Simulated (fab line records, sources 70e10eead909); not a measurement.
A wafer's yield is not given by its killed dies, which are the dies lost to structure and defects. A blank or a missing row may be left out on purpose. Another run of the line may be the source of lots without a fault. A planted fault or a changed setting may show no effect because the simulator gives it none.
Chamber matching ; flow nand-harc ; NHARC_A_STAIRCASE_CMP_472 on cmp-02 has 4 sister chambers
The step polishes SiO2. 14 wafers are shown with their chamber, then 7 later ones without.

## WAFERS WITH THEIR CHAMBER
wafer;chamber;motor-current-A (A)
L645.2;2;11.0
L645.5;3;14.2
L645.6;0;11.6
L644.1;2;10.8
L644.5;1;14.5
L644.6;0;12.6
L648.2;1;14.6
L648.4;3;14.1
L648.6;2;10.7
L656.1;2;10.6
L656.4;3;13.9
L656.6;1;13.8
L657.2;2;10.4
L657.5;1;14.4

SIGNATURES, as means of the wafers listed above
reading;chamber 0;chamber 1;chamber 2;chamber 3;scatter within a chamber
motor-current-A;12.100;14.325;10.700;14.067;0.337
Rule: a wafer's distance from a chamber is the root of the sum, over the readings, of the square of ((its reading less the chamber's mean) divided by the reading's scatter). The wafer belongs to the nearest chamber; if the next one is less than 2 further off, it can't be placed. How the scatter is found: for the shown wafers, subtract from each reading the mean of its chamber, square and add these, divide the total by (wafers less chambers), then take the root.

## WAFERS WHOSE CHAMBER IS MISSING
wafer;motor-current-A (A)
L657.6;11.5
L661.1;14.1
L661.2;13.8
L661.6;14.5
L663.3;11.9
L663.4;14.6
L663.6;10.8

## EACH ONE'S CHAMBER
wafer;from the rows above;in truth
L657.6;can't be placed: 0 or 2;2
L661.1;can't be placed: 3 or 1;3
L661.2;can't be placed: 3 or 1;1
L661.6;can't be placed: 1 or 3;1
L663.3;0;0
L663.4;can't be placed: 1 or 3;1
L663.6;2;2
2 of 7 placed correctly. Can't be placed from these rows: 5 (the true chamber is among the candidates in 5). Number placed wrongly: 0.
